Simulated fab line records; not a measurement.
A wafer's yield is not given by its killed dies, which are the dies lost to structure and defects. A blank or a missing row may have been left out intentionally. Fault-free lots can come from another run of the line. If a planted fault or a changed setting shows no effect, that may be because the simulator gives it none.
Matching of chambers | flow n5Finfet | 3 sister chambers for N5_BEOL_M3_ILD_DEP_00 on pecvd-02
The step deposits SiOC from DEMS/O2, target thk 79 nm, time 15.3 s. 14 wafers are shown with their chamber, then 7 later ones without.

WAFERS, EACH WITH ITS CHAMBER
wafer  | chamber | throttleValvePct (%) | showerheadPlenumPTorr (Torr) | heaterPowerW (W)
L468.2 | 0       | 12.5                 | 5.710                        | 364
L468.4 | 0       | 12.2                 | 5.715                        | 364
L468.6 | 1       | 11.4                 | 5.671                        | 493
L474.1 | 0       | 12.3                 | 5.715                        | 434
L474.3 | 2       | 12.0                 | 5.709                        | 526
L474.4 | 0       | 12.4                 | 5.699                        | 429
L475.3 | 2       | 12.2                 | 5.691                        | 560
L475.4 | 0       | 12.3                 | 5.711                        | 423
L475.6 | 2       | 12.0                 | 5.714                        | 569
L476.2 | 1       | 11.2                 | 5.663                        | 459
L476.4 | 0       | 12.5                 | 5.699                        | 427
L476.6 | 2       | 12.2                 | 5.713                        | 572
L483.3 | 2       | 12.0                 | 5.707                        | 574
L483.4 | 0       | 12.3                 | 5.718                        | 431

SIGNATURES (means of the wafers above)
reading               | chamber 0 | chamber 1 | chamber 2 | scatter within a chamber
throttleValvePct      | 12.357    | 11.300    | 12.080    | 0.115
showerheadPlenumPTorr | 5.70957   | 5.66700   | 5.70680   | 0.00816
heaterPowerW          | 410.29    | 476.00    | 560.20    | 27.3
Rule: for a wafer and a chamber, the distance is found by dividing, reading by reading, the gap between the wafer's reading and the chamber's mean by the reading's scatter, squaring, summing and taking the root. The wafer belongs to the nearest chamber; if the next one is less than 2 further off, it can't be placed. The scatter: the root of (the sum of the squares of (reading less its chamber's mean) over the shown wafers, divided by (wafers less chambers)).

WAFERS WITH NO CHAMBER GIVEN
wafer  | throttleValvePct (%) | showerheadPlenumPTorr (Torr) | heaterPowerW (W)
L483.5 | 11.5                 | 5.679                        | 449
L482.2 | 12.1                 | 5.699                        | 591
L482.3 | 12.3                 | 5.706                        | 402
L482.6 | 12.2                 | 5.688                        | 487
L481.1 | 11.5                 | 5.669                        | 427
L481.3 | 12.3                 | 5.705                        | 599
L481.6 | 11.6                 | 5.671                        | 436

WHICH CHAMBER EACH WENT THROUGH
wafer  | from the rows above     | in truth
L483.5 | 1                       | 1
L482.2 | 2                       | 2
L482.3 | 0                       | 0
L482.6 | can't be placed: 2 or 0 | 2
L481.1 | 1                       | 1
L481.3 | 2                       | 2
L481.6 | 1                       | 1
Correct placement for 6 of the 7. These rows do not allow placing 1 (true chamber among the candidates in 1). Number placed wrongly: 0.
